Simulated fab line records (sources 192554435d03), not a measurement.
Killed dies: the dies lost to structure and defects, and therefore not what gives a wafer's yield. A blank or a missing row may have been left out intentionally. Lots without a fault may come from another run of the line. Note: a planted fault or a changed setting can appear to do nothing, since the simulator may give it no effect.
Which tool did it?	flow n5-finfet	Sampling: 23 lots, 69 wafers, 6 of 1938 route steps

WHAT THE GAUGES READ, wafer by wafer
N5_BEOL_M14_INSPECT_12: inspects for defects (macro). Usual: raw-defect-count 1.9, standard deviation 1.4.
lot	measured	on	raw-defect-count	flag
L074	day 10 14:41	defect-inspect-01	2 1 0	
L075	day 11 05:01	defect-inspect-02	0 1 4	
L076	day 11 09:25	defect-inspect-01	2 2 0	
L077	day 11 21:56	defect-inspect-02	2 4 1	
L078	day 12 01:27	defect-inspect-01	0 1 1	
L079	day 12 09:19	defect-inspect-01	1 2 4	
L080	day 12 12:52	defect-inspect-01	5 4 3	
L081	day 12 21:52	defect-inspect-02	2 1 2	
L083	day 13 05:43	defect-inspect-02	3 3 1	
L082	day 13 08:00	defect-inspect-01	1 2 1	
L085	day 13 10:43	defect-inspect-02	0 6 3	
L084	day 13 15:01	defect-inspect-02	5 3 4	
L086	day 14 09:39	defect-inspect-01	0 0 5	
L087	day 14 08:34	defect-inspect-02	2 2 3	
L088	day 14 11:04	defect-inspect-01	2 4 1	
L090	day 15 07:20	defect-inspect-01	1 0 3	
L091	day 15 10:40	defect-inspect-02	2 2 3	
L092	day 15 10:52	defect-inspect-01	0 3 3	
L095	day 16 06:29	defect-inspect-01	1 3 1	
L094	day 16 06:34	defect-inspect-02	0 0 3	
L093	day 16 12:29	defect-inspect-01	6 1 6	
L096	day 16 19:27	defect-inspect-01	0 0 2	
L097	day 17 00:11	defect-inspect-02	4 1 0	

WHICH TOOL RAN EACH LOT (tool, then ch and the chambers of the sampled wafers, then the start)
lot	N5_BEOL_M13_STRIP_64	N5_BEOL_M13_DESCUM_33	N5_BEOL_M13_ETCH_68	N5_BEOL_M13_DEGAS_41	N5_BEOL_M14_ILD_DEP_00
L074	plasma-asher-02 ch 0,1, day 10 10:12	rie-diel-02 ch 0,1,2, day 10 10:46	rie-diel-02 ch 0,1,2, day 10 10:57	pvd-sputter-03, day 10 12:09	pecvd-01 ch 1, day 10 13:49
L075	plasma-asher-01 ch 0,1, day 10 19:40	rie-diel-01 ch 1,2, day 10 21:14	rie-diel-01 ch 1,2, day 10 21:26	pvd-sputter-01, day 11 02:58	pecvd-01 ch 2, day 11 04:16
L076	plasma-asher-02 ch 0,1, day 11 03:26	rie-diel-02 ch 0,2,3, day 11 04:24	rie-diel-02 ch 0,2,3, day 11 04:35	pvd-sputter-02, day 11 06:39	pecvd-02 ch 0,2, day 11 08:02
L077	plasma-asher-01 ch 0,1, day 11 14:22	rie-diel-01 ch 0,2,3, day 11 15:03	rie-diel-01 ch 0,2,3, day 11 15:14	pvd-sputter-02, day 11 19:58	pecvd-01 ch 0,2, day 11 21:16
L078	plasma-asher-02 ch 1, day 11 21:34	rie-diel-01 ch 0,1,3, day 11 22:08	rie-diel-01 ch 0,1,3, day 11 22:19	pvd-sputter-03, day 11 23:20	pecvd-01 ch 0,2, day 12 00:54
L079	plasma-asher-02 ch 0,1, day 12 05:05	rie-diel-03 ch 0,1,3, day 12 05:47	rie-diel-03 ch 0,1,3, day 12 05:58	pvd-sputter-01, day 12 06:59	pecvd-03 ch 0,1,2, day 12 08:38
L080	plasma-asher-02 ch 0,1, day 12 09:16	rie-diel-03 ch 0,2,3, day 12 09:50	rie-diel-03 ch 0,2,3, day 12 10:01	pvd-sputter-02, day 12 10:46	pecvd-02 ch 0,1, day 12 12:11
L081	plasma-asher-02 ch 0,1, day 12 18:23	rie-diel-02 ch 1,2, day 12 18:59	rie-diel-02 ch 1,2, day 12 19:10	pvd-sputter-02, day 12 20:01	pecvd-01 ch 0,2, day 12 21:19
L083	plasma-asher-02 ch 0,1, day 13 01:12	rie-diel-03 ch 0,2,3, day 13 02:07	rie-diel-03 ch 0,2,3, day 13 02:18	pvd-sputter-02, day 13 03:18	pecvd-01 ch 0,2, day 13 05:10
L082	plasma-asher-01 ch 0,1, day 13 02:25	rie-diel-01 ch 1,2,3, day 13 03:07	rie-diel-01 ch 1,2,3, day 13 03:17	pvd-sputter-02, day 13 05:46	pecvd-01 ch 0,1,2, day 13 07:20
L085	plasma-asher-01 ch 0,1, day 13 06:07	rie-diel-01 ch 1,2,3, day 13 06:48	rie-diel-01 ch 1,2,3, day 13 06:59	pvd-sputter-01, day 13 07:42	pecvd-02 ch 0,1,2, day 13 10:10
L084	plasma-asher-02 ch 0,1, day 13 10:34	rie-diel-01 ch 0,2,3, day 13 11:15	rie-diel-01 ch 0,2,3, day 13 11:26	pvd-sputter-02, day 13 13:10	pecvd-03 ch 0,1, day 13 14:28
L086	plasma-asher-02 ch 0,1, day 14 01:31	rie-diel-03 ch 0,1,2, day 14 02:13	rie-diel-03 ch 0,1,2, day 14 02:24	pvd-sputter-01, day 14 07:30	pecvd-01 ch 0,2, day 14 09:06
L087	plasma-asher-01 ch 0,1, day 14 02:14	rie-diel-01 ch 0,2,3, day 14 02:47	rie-diel-01 ch 0,2,3, day 14 02:58	pvd-sputter-01, day 14 06:25	pecvd-03 ch 0,1,2, day 14 08:01
L088	plasma-asher-02 ch 0,1, day 14 02:19	rie-diel-03 ch 1,2, day 14 02:59	rie-diel-03 ch 1,2, day 14 03:10	pvd-sputter-01, day 14 08:29	pecvd-02 ch 0,1, day 14 10:31
L090	plasma-asher-01 ch 0,1, day 14 20:01	rie-diel-02 ch 1,2,3, day 14 20:44	rie-diel-02 ch 1,2,3, day 14 20:55	pvd-sputter-02, day 15 05:29	pecvd-02 ch 0,1, day 15 06:47
L091	plasma-asher-01 ch 0,1, day 14 21:14	rie-diel-03 ch 0,2,3, day 14 21:48	rie-diel-03 ch 0,2,3, day 14 21:59	pvd-sputter-02, day 15 06:50	pecvd-03 ch 0,1, day 15 10:00
L092	plasma-asher-02 ch 0,1, day 15 02:00	rie-diel-02 ch 0,1,3, day 15 02:34	rie-diel-02 ch 0,1,3, day 15 02:45	pvd-sputter-01, day 15 06:56	pecvd-01 ch 0,1,2, day 15 10:11
L095	plasma-asher-01 ch 0,1, day 15 23:08	rie-diel-03 ch 0,1,2, day 15 23:44	rie-diel-03 ch 0,1,2, day 15 23:55	pvd-sputter-03, day 16 04:29	pecvd-01 ch 0,1,2, day 16 05:48
L094	plasma-asher-02 ch 0,1, day 16 01:41	rie-diel-01 ch 0,2,3, day 16 02:14	rie-diel-01 ch 0,2,3, day 16 02:25	pvd-sputter-01, day 16 04:43	pecvd-02 ch 1,2, day 16 06:01
L093	plasma-asher-01 ch 0,1, day 16 07:01	rie-diel-01 ch 0,2,3, day 16 07:41	rie-diel-01 ch 0,2,3, day 16 07:52	pvd-sputter-03, day 16 09:16	pecvd-02 ch 0,1,2, day 16 11:56
L096	plasma-asher-01 ch 0,1, day 16 15:25	rie-diel-03 ch 1,2,3, day 16 16:01	rie-diel-03 ch 1,2,3, day 16 16:11	pvd-sputter-01, day 16 17:16	pecvd-01 ch 0,1, day 16 18:53
L097	plasma-asher-02 ch 0,1, day 16 19:13	rie-diel-02 ch 0,1,2, day 16 19:47	rie-diel-02 ch 0,1,2, day 16 19:58	pvd-sputter-02, day 16 22:05	pecvd-01 ch 0,2, day 16 23:38
- N5_BEOL_M13_STRIP_64: strips in N2/H2.
- N5_BEOL_M13_DESCUM_33: chemistry O2, time 7.9 s.
- N5_BEOL_M13_ETCH_68: etches SOC in N2/H2, time 355 s.
- N5_BEOL_M13_DEGAS_41: time 60 s.
- N5_BEOL_M14_ILD_DEP_00: deposits SiO2 from TEOS/O2, target thk 1119.3 nm, time 237.4 s.

AS READ BY THE TOOLS THEMSELVES (means over the sampled wafers that have a number; for cases with no such wafer, the mark the record gives instead)
N5_BEOL_M13_STRIP_64. Usual: drypump-motor-current-A 5.51 A, standard deviation 0.26; heater-power-w 327 W, standard deviation 20; oes-product-au 0.715 a.u., standard deviation 0.0041; strip-time-to-endpoint-s 31.29 s, standard deviation 0.075.
lot	tool	drypump-motor-current-A (A)	heater-power-w (W)	oes-product-au (a.u.)	strip-time-to-endpoint-s (s)	flag
L074	plasma-asher-02	5.52	315	0.715	31.32	
L075	plasma-asher-01	5.45	352	0.715	31.23	
L076	plasma-asher-02	5.43	311	0.715	31.19	
L077	plasma-asher-01	5.68	348	0.711	31.35	
L078	plasma-asher-02	5.38	301	0.715	31.35	
L079	plasma-asher-02	5.50	315	0.716	31.22	
L080	plasma-asher-02	5.50	310	0.715	31.25	
L081	plasma-asher-02	5.45	308	0.710	31.37	
L083	plasma-asher-02	5.45	308	0.714	31.33	
L082	plasma-asher-01	5.69	353	0.716	31.26	
L085	plasma-asher-01	5.69	355	0.714	31.25	
L084	plasma-asher-02	5.51	314	0.716	31.28	
L086	plasma-asher-02	5.45	310	0.716	31.44	
L087	plasma-asher-01	5.69	348	0.716	31.32	
L088	plasma-asher-02	5.45	307	0.719	31.19	
L090	plasma-asher-01	5.70	352	0.716	31.24	
L091	plasma-asher-01	5.43	342	0.713	31.21	
L092	plasma-asher-02	5.46	307	0.717	31.23	
L095	plasma-asher-01	5.44	347	0.717	31.44	
L094	plasma-asher-02	5.47	309	0.714	31.35	
L093	plasma-asher-01	5.68	347	0.713	31.38	
L096	plasma-asher-01	5.70	350	0.717	31.24	
L097	plasma-asher-02	5.49	320	0.715	31.27	

N5_BEOL_M13_DESCUM_33. Usual: drypump-motor-current-A 5.8 A, standard deviation 0.36; oes-product-au 0.76 a.u., standard deviation 0.092; rf-vpp-V 243.1 V, standard deviation 1.4; showerhead-plenum-p-Torr 2.08 Torr, standard deviation 0.077; throttle-valve-pct 20.50 %, standard deviation 0.21.
lot	tool	drypump-motor-current-A (A)	oes-product-au (a.u.)	rf-vpp-V (V)	showerhead-plenum-p-Torr (Torr)	throttle-valve-pct (%)	flag
L074	rie-diel-02	5.7	0.77	242.9	2.05	20.49	
L075	rie-diel-01	5.8	0.72	242.3	2.04	20.50	
L076	rie-diel-02	5.6	0.73	243.8	2.06	20.40	
L077	rie-diel-01	5.8	0.70	241.4	2.05	20.46	
L078	rie-diel-01	5.5	0.70	242.2	2.08	20.56	
L079	rie-diel-03	5.9	0.72	243.9	2.11	20.64	
L080	rie-diel-03	5.8	0.79	244.0	2.14	20.63	
L081	rie-diel-02	5.6	0.81	241.9	2.05	20.40	
L083	rie-diel-03	5.8	0.78	243.6	2.14	20.63	
L082	rie-diel-01	5.7	0.71	242.2	2.04	20.50	
L085	rie-diel-01	5.7	0.71	242.4	2.04	20.51	
L084	rie-diel-01	5.7	0.80	242.9	2.04	20.32	
L086	rie-diel-03	6.0	0.78	244.4	2.18	20.69	
L087	rie-diel-01	5.8	0.79	243.4	2.04	20.33	
L088	rie-diel-03	6.1	0.85	245.1	2.20	20.62	
L090	rie-diel-02	5.4	0.75	243.3	2.06	20.33	
L091	rie-diel-03	5.8	0.77	243.3	2.13	20.66	
L092	rie-diel-02	5.8	0.77	243.3	2.05	20.31	
L095	rie-diel-03	6.0	0.77	245.2	2.18	20.69	
L094	rie-diel-01	5.7	0.77	243.3	2.04	20.36	
L093	rie-diel-01	5.8	0.77	242.7	2.03	20.35	
L096	rie-diel-03	6.0	0.76	243.8	2.11	20.65	
L097	rie-diel-02	5.7	0.92	242.9	2.03	20.31	

N5_BEOL_M13_ETCH_68. Usual: bias-w 350.0 W, standard deviation 1; drypump-motor-current-A 5.8 A, standard deviation 0.36; oes-product-au 0.76 a.u., standard deviation 0.088; rf-vpp-V 523.4 V, standard deviation 2.6; showerhead-plenum-p-Torr 2.53 Torr, standard deviation 0.085; throttle-valve-pct 17.85 %, standard deviation 0.3.
lot	tool	bias-w (W)	drypump-motor-current-A (A)	oes-product-au (a.u.)	rf-vpp-V (V)	showerhead-plenum-p-Torr (Torr)	throttle-valve-pct (%)	flag
L074	rie-diel-02	350.3	5.8	0.77	522.3	2.51	17.96	
L075	rie-diel-01	350.7	5.7	0.73	522.3	2.49	17.94	
L076	rie-diel-02	349.4	5.6	0.73	522.9	2.54	17.95	
L077	rie-diel-01	350.1	5.8	0.71	521.9	2.49	17.85	
L078	rie-diel-01	350.0	5.5	0.70	522.5	2.51	17.81	
L079	rie-diel-03	350.1	5.9	0.71	524.3	2.55	17.85	
L080	rie-diel-03	350.0	5.8	0.78	525.3	2.56	17.70	
L081	rie-diel-02	350.9	5.6	0.80	522.8	2.48	17.67	
L083	rie-diel-03	349.2	5.8	0.78	524.5	2.56	17.71	
L082	rie-diel-01	350.6	5.7	0.71	522.6	2.49	17.96	
L085	rie-diel-01	349.6	5.8	0.71	522.9	2.49	17.97	
L084	rie-diel-01	350.3	5.8	0.81	522.9	2.48	17.68	
L086	rie-diel-03	349.7	6.0	0.78	527.2	2.64	17.89	
L087	rie-diel-01	350.1	5.8	0.79	522.1	2.48	17.70	
L088	rie-diel-03	349.6	6.1	0.84	527.4	2.65	17.84	
L090	rie-diel-02	350.2	5.4	0.75	522.7	2.50	17.66	
L091	rie-diel-03	349.4	5.8	0.77	525.2	2.56	17.74	
L092	rie-diel-02	349.9	5.8	0.75	522.2	2.51	17.83	
L095	rie-diel-03	350.0	6.0	0.76	526.7	2.63	17.90	
L094	rie-diel-01	349.1	5.8	0.78	521.0	2.48	17.73	
L093	rie-diel-01	349.3	5.8	0.77	522.2	2.48	17.72	
L096	rie-diel-03	350.8	6.0	0.76	524.3	2.55	17.86	
L097	rie-diel-02	350.2	5.7	0.91	522.1	2.49	17.77	

N5_BEOL_M13_DEGAS_41. Usual: heater-power-w 336 W, standard deviation 31; susceptor-temp-C 250.00 C, standard deviation 0.19.
lot	tool	heater-power-w (W)	susceptor-temp-C (C)	flag
L074	pvd-sputter-03	326	250.05	
L075	pvd-sputter-01	360	249.83	
L076	pvd-sputter-02	342	249.92	
L077	pvd-sputter-02	341	250.07	
L078	pvd-sputter-03	318	250.12	
L079	pvd-sputter-01	339	249.91	
L080	pvd-sputter-02	314	250.14	
L081	pvd-sputter-02	363	250.19	
L083	pvd-sputter-02	353	249.88	
L082	pvd-sputter-02	304	249.78	
L085	pvd-sputter-01	356	250.05	
L084	pvd-sputter-02	329	249.97	
L086	pvd-sputter-01	344	250.05	
L087	pvd-sputter-01	342	250.01	
L088	pvd-sputter-01	340	250.11	
L090	pvd-sputter-02	344	249.97	
L091	pvd-sputter-02	327	249.84	
L092	pvd-sputter-01	361	249.95	
L095	pvd-sputter-03	317	250.06	
L094	pvd-sputter-01	342	250.02	
L093	pvd-sputter-03	317	250.00	
L096	pvd-sputter-01	355	249.85	
L097	pvd-sputter-02	344	250.01	

N5_BEOL_M14_ILD_DEP_00. Usual: heater-power-w 516 W, standard deviation 65; showerhead-plenum-p-Torr 8.34 Torr, standard deviation 0.036; susceptor-temp-C 400.01 C, standard deviation 0.24; throttle-valve-pct 18.4 %, standard deviation 0.87.
lot	tool	heater-power-w (W)	showerhead-plenum-p-Torr (Torr)	susceptor-temp-C (C)	throttle-valve-pct (%)	flag
L074	pecvd-01	487	8.28	399.75	18.8	
L075	pecvd-01	557	8.35	399.88	17.2	
L076	pecvd-02	484	8.34	399.75	19.6	
L077	pecvd-01	514	8.37	400.08	17.3	
L078	pecvd-01	491	8.37	400.15	17.5	
L079	pecvd-03	587	8.32	399.95	18.4	
L080	pecvd-02	473	8.34	400.23	19.9	
L081	pecvd-01	511	8.39	399.79	17.6	
L083	pecvd-01	511	8.37	399.93	17.3	
L082	pecvd-01	514	8.34	399.83	17.8	
L085	pecvd-02	497	8.36	400.19	19.0	
L084	pecvd-03	558	8.31	400.11	18.2	
L086	pecvd-01	478	8.36	400.00	17.2	
L087	pecvd-03	560	8.32	399.91	18.4	
L088	pecvd-02	481	8.35	400.01	19.2	
L090	pecvd-02	515	8.37	400.17	19.4	
L091	pecvd-03	523	8.32	399.87	18.4	
L092	pecvd-01	503	8.35	400.19	17.8	
L095	pecvd-01	472	8.36	399.72	18.0	
L094	pecvd-02	552	8.37	399.80	18.6	
L093	pecvd-02	536	8.34	399.99	19.0	
L096	pecvd-01	498	8.34	400.10	18.4	
L097	pecvd-01	496	8.37	400.09	17.5	

THE ANSWER, worked out from the rows above alone
Rule: a lot is off if the mean of its wafers that have a number lies more than 3 standard deviations from the usual mean. Also off: a lot with no number at a reading for which 4 or more lots have one. Where the step has rows for the other lots, those lots are counted as sound. Order of review: gauges by route order, followed by the tools' own readings, for which a lot's mean as printed above is used. At the first step where some lot is off, the reading lying furthest off is the one used; lots without a number count as furthest.
Nothing can be told from this: no lot is off at any reading shown.

WHAT HAD BEEN PUT IN BY THE SIMULATOR
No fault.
